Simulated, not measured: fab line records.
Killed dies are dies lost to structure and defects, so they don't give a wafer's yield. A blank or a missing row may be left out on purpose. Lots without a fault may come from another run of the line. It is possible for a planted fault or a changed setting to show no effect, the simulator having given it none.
Chamber matching | flow n5 finfet | N5_BEOL_M2_ETCH_63 on rie diel-01 has 4 sister chambers
The step etches SiARC in CF4, target depth 15.6 nm, time 26 s. 14 wafers are shown with their chamber, then 7 later ones without.

== WAFERS WITH THEIR CHAMBER ==
wafer  | chamber | showerhead plenum p Torr (Torr) | throttle valve pct (%) | drypump motor current A (A)
L075.2 | 1       | 2.18                            | 15.10                  | 5.7
L075.5 | 1       | 2.18                            | 15.09                  | 5.7
L075.6 | 0       | 2.05                            | 15.67                  | 5.7
L078.1 | 2       | 2.12                            | 15.35                  | 5.9
L078.2 | 3       | 2.22                            | 15.65                  | 5.3
L078.3 | 0       | 2.04                            | 15.70                  | 5.7
L079.2 | 3       | 2.22                            | 15.66                  | 5.3
L079.4 | 1       | 2.18                            | 15.13                  | 5.7
L079.6 | 2       | 2.12                            | 15.35                  | 5.9
L086.3 | 1       | 2.17                            | 15.15                  | 5.8
L086.4 | 3       | 2.21                            | 15.69                  | 5.3
L086.6 | 2       | 2.12                            | 15.39                  | 5.9
L088.1 | 0       | 2.04                            | 15.73                  | 5.8
L088.4 | 2       | 2.12                            | 15.40                  | 5.9

SIGNATURES (averages over the wafers above)
reading                  | chamber 0 | chamber 1 | chamber 2 | chamber 3 | scatter within a chamber
showerhead plenum p Torr | 2.0433    | 2.1775    | 2.1200    | 2.2167    | 0.00456
throttle valve pct       | 15.7000   | 15.1175   | 15.3725   | 15.6667   | 0.0265
drypump motor current A  | 5.733     | 5.725     | 5.900     | 5.300     | 0.0376
Rule: a wafer's distance from a chamber is the root of the sum, over the readings, of the square of ((its reading less the chamber's mean) divided by the reading's scatter). If the next closest chamber is less than 2 further off than the closest, the wafer can't be placed; otherwise it belongs to the closest. The scatter is the square root of a quotient: the sum, over the shown wafers, of each reading's squared deviation from its chamber's mean, divided by wafers minus chambers.

== WAFERS WHOSE CHAMBER IS MISSING ==
wafer  | showerhead plenum p Torr (Torr) | throttle valve pct (%) | drypump motor current A (A)
L088.5 | 2.12                            | 15.38                  | 5.9
L089.2 | 2.21                            | 15.71                  | 5.3
L089.4 | 2.12                            | 15.38                  | 5.9
L089.6 | 2.12                            | 15.38                  | 5.9
L093.2 | 2.17                            | 15.16                  | 5.7
L093.3 | 2.21                            | 15.71                  | 5.3
L093.5 | 2.11                            | 15.41                  | 5.9

== WHICH CHAMBER EACH WENT THROUGH ==
wafer  | from the rows above | in truth
L088.5 | 2                   | 2
L089.2 | 3                   | 3
L089.4 | 2                   | 2
L089.6 | 2                   | 2
L093.2 | 1                   | 1
L093.3 | 3                   | 3
L093.5 | 2                   | 2
Correct placement for 7 of the 7. Left unplaced by these rows: 0. Number placed wrongly: 0.
